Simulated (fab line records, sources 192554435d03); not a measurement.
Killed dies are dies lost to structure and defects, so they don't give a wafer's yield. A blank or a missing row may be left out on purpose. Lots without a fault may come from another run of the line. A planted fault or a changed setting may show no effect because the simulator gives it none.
Problem report in the 8D (eight disciplines) form, filled by code | flow n5_finfet | the parts of the form that need people (team, actions taken, sign-off) are left out

1. THE PROBLEM
spin_speed_rpm at N5_BEOL_M6_COAT_63 reads a mean of 1569.5 rpm on 6 wafers of 2 lots; wafers without a fault read 1500.0 rpm with a standard deviation of 1.2. That is +58 standard deviations from the usual mean.
The step: time 60 s, resist thk 60 nm.
First seen on wafer L936.2, day 12 19:58, on litho_track-05. The record holds 12 wafers of 4 lots with a number at this step. Rule for "out", or "out of limits": more than 4 standard deviations from the usual mean. The other wafers with a number count as sound.

2. WHAT IT IS AND WHAT IT IS NOT
question                    | is                     | is not
which readings at this step | spin_speed_rpm         | -
which lots                  | L936, L937             | L923, L943
which wafers of those lots  | all that have a number | -
read on which tools         | litho_track-05         | litho_track-04
when                        | from day 12 19:58      | up to then (3 sound wafers); but 3 sound wafers of L943 came after

3. SUSPECTS, AND WHAT RULES EACH OUT
Counting: a tool at a process step up to the reading stays a suspect if it ran every lot that is out and no sound lot after the first of them.
- litho_track-05 at N5_BEOL_M6_COAT_63 (time 60 s, resist thk 60 nm): kept. It ran every lot that is out, first L936 (day 12 19:58), and no sound lot after that; its last sound lot up to then is L923 (day 9 18:38). Its own readings are out on those wafers: spin_speed_rpm.
Left after counting: litho_track-05 at N5_BEOL_M6_COAT_63.

4. THE CAUSE (what the simulator had put in)
Process parameter drift: litho_track-05, from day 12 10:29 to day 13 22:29, at N5_BEOL_M6_COAT_63. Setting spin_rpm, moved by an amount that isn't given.
Counting left only this tool.

5. THE CHAIN OF EFFECTS, in route order
Each row: a reading whose mean over the struck wafers that have a number lies more than 3 standard deviations from the usual. Only readings for which the record gives a usual standard deviation are gone through. hours: the time from each lot's start at the first step in this table that gives one to its start at this step, as a median over the lots. sigmas: the change in usual standard deviations.
hours | step               | reading        | usual      | on struck wafers | change | sigmas
0     | N5_BEOL_M6_COAT_63 | spin_speed_rpm | 1500.0 rpm | 1569.5           | +69.5  | +58
The process steps in it:
- N5_BEOL_M6_COAT_63: time 60 s, resist thk 60 nm.

6. WHAT WOULD HAVE CAUGHT IT SOONER
In this record the first reading out of limits was taken at day 12 19:58, 9 hours after the fault began at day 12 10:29.
